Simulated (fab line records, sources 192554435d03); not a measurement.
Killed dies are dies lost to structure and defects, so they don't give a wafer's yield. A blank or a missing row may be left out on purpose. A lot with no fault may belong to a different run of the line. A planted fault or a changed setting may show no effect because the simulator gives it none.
A single fault, viewed from 3 desks	flow n5 finfet	only its own numbers are on each desk; what lay behind them is given at the end

## THE DEFECT DESK
What the inspections along the route counted, lot by lot: means of the sampled wafers that have a number. A lot is out of limits, marked OUT, if its mean lies more than 4 standard deviations from the usual mean; the brackets give that distance.
Columns: A = raw defect count at N5_START_INSPECT_01, usual 5.6
lot	first seen here	A
L643	day 1 18:02	6.7
L649	day 3 06:02	5.7
L653	day 4 06:02	8.5
L655	day 4 18:02	7.0
L662	day 6 12:02	5.0
L665	day 7 06:02	5.7
This desk found nothing out of limits on any of the 6 lots.

## THE METROLOGY DESK
What the gauges read for every lot (on any tool): the sampled wafers with a number, averaged. A lot is out of limits, marked OUT, if its mean lies more than 4 standard deviations from the usual mean; the brackets give that distance. It has 10 readings; the 7 that lie furthest out on some lot are the ones shown.
Columns: A = DIBL_N at N5_BEOL_M4_RC_MEAS_101, usual 36.6 mV/V; B = IOFF_N at N5_BEOL_M4_RC_MEAS_101, usual 0.17 nA/um; C = IOFF_P at N5_BEOL_M4_RC_MEAS_101, usual 0.23 nA/um; D = ION_N at N5_BEOL_M4_RC_MEAS_101, usual 681 uA/um; E = SS_P at N5_BEOL_M4_RC_MEAS_101, usual 73.4 mV/dec; F = VT_N at N5_BEOL_M4_RC_MEAS_101, usual 249 mV; G = VT_P at N5_BEOL_M4_RC_MEAS_101, usual -249 mV
lot	first seen here	A	B	C	D	E	F	G
L643	day 8 00:02	34.3	0.14	0.19	666	73.5	251	-250
L649	day 9 21:25	35.3	0.17	0.24	683	73.3	248	-247
L653	day 10 08:19	37.2	0.21	0.29	692	74.2	245	-244
L655	day 11 07:49	37.7	0.17	0.24	680	74.5	249	-250
L662	day 13 03:19	36.6	0.17	0.27	680	73.0	249	-244
L665	day 13 11:53	36.3	0.16	0.22	685	73.8	248	-250
This desk found nothing out of limits on any of the 6 lots.

## FOR THE TOOL OWNER'S DESK: pecvd-02
The tool's own readings at N5_ZERO_LAYER_PECVD_02 (deposits SiO2 from SiH4/N2O, target thk 10 nm, time 6 s): means of the sampled wafers that have a number, for each lot that ran on this tool. A lot is out of limits, marked OUT, if its mean lies more than 4 standard deviations from the usual mean; the brackets give that distance.
Columns: A = heater power w at N5_ZERO_LAYER_PECVD_02, usual 774 W; B = showerhead plenum p Torr at N5_ZERO_LAYER_PECVD_02, usual 8.07 Torr; C = susceptor temp C at N5_ZERO_LAYER_PECVD_02, usual 399.99 C
lot	first seen here	A	B	C
L643	day 1 18:17	762	8.14	400.28
L649	day 3 06:18	824	7.79	399.93
L653	day 4 06:17	726	7.79	400.04
L655	day 4 18:17	838	7.76	399.65
This desk found nothing out of limits on any of the 4 lots.

## TAKEN TOGETHER
Nothing out of limits was seen by the defect desk.
At the metrology desk, nothing out of limits was observed.
Nothing out of limits was seen by the tool owner's desk.

## WHAT THE SIMULATOR HAD INSERTED
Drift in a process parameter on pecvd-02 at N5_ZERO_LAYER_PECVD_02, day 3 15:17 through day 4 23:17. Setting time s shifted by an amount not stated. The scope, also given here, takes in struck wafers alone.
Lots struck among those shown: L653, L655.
